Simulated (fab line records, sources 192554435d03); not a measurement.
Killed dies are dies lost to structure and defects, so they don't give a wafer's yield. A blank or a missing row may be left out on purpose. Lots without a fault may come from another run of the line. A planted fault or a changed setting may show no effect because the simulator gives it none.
Chamber matching | flow n5_finfet | N5_SD_EPI_N_LINER_46 on ald_sin-01: 4 sister chambers
The step material SiNx, target thk 3 nm. 14 wafers are shown with their chamber, then 6 later ones without.

WAFERS WITH THEIR CHAMBER
wafer  | chamber | heater_power_w (W)
L124.2 | 2       | 863
L124.5 | 0       | 824
L127.1 | 3       | 691
L127.4 | 1       | 725
L127.5 | 1       | 713
L128.1 | 1       | 724
L128.2 | 2       | 882
L128.3 | 0       | 824
L132.1 | 1       | 743
L132.4 | 3       | 708
L132.5 | 1       | 745
L139.2 | 3       | 708
L139.4 | 1       | 713
L139.6 | 3       | 690

SIGNATURES (means of the wafers above)
reading        | chamber 0 | chamber 1 | chamber 2 | chamber 3 | scatter within a chamber
heater_power_w | 824.00    | 727.17    | 872.50    | 699.25    | 12.1
Rule: a wafer's distance from a chamber is the root of the sum, over the readings, of the square of ((its reading less the chamber's mean) divided by the reading's scatter). The wafer belongs to the nearest chamber; if the next one is less than 2 further off, it can't be placed. The scatter: the root of (the sum of the squares of (reading less its chamber's mean) over the shown wafers, divided by (wafers less chambers)).

WAFERS WITHOUT THEIR CHAMBER
wafer  | heater_power_w (W)
L145.1 | 849
L145.3 | 865
L145.6 | 703
L147.1 | 742
L147.2 | 709
L147.3 | 893

WHICH CHAMBER EACH WENT THROUGH
wafer  | from the rows above     | in truth
L145.1 | can't be placed: 2 or 0 | 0
L145.3 | 2                       | 2
L145.6 | can't be placed: 3 or 1 | 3
L147.1 | 1                       | 1
L147.2 | can't be placed: 3 or 1 | 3
L147.3 | 2                       | 2
Placed correctly: 3 of 6. Can't be placed from these rows: 3 (the true chamber is among the candidates in 3). Placed wrongly: 0.
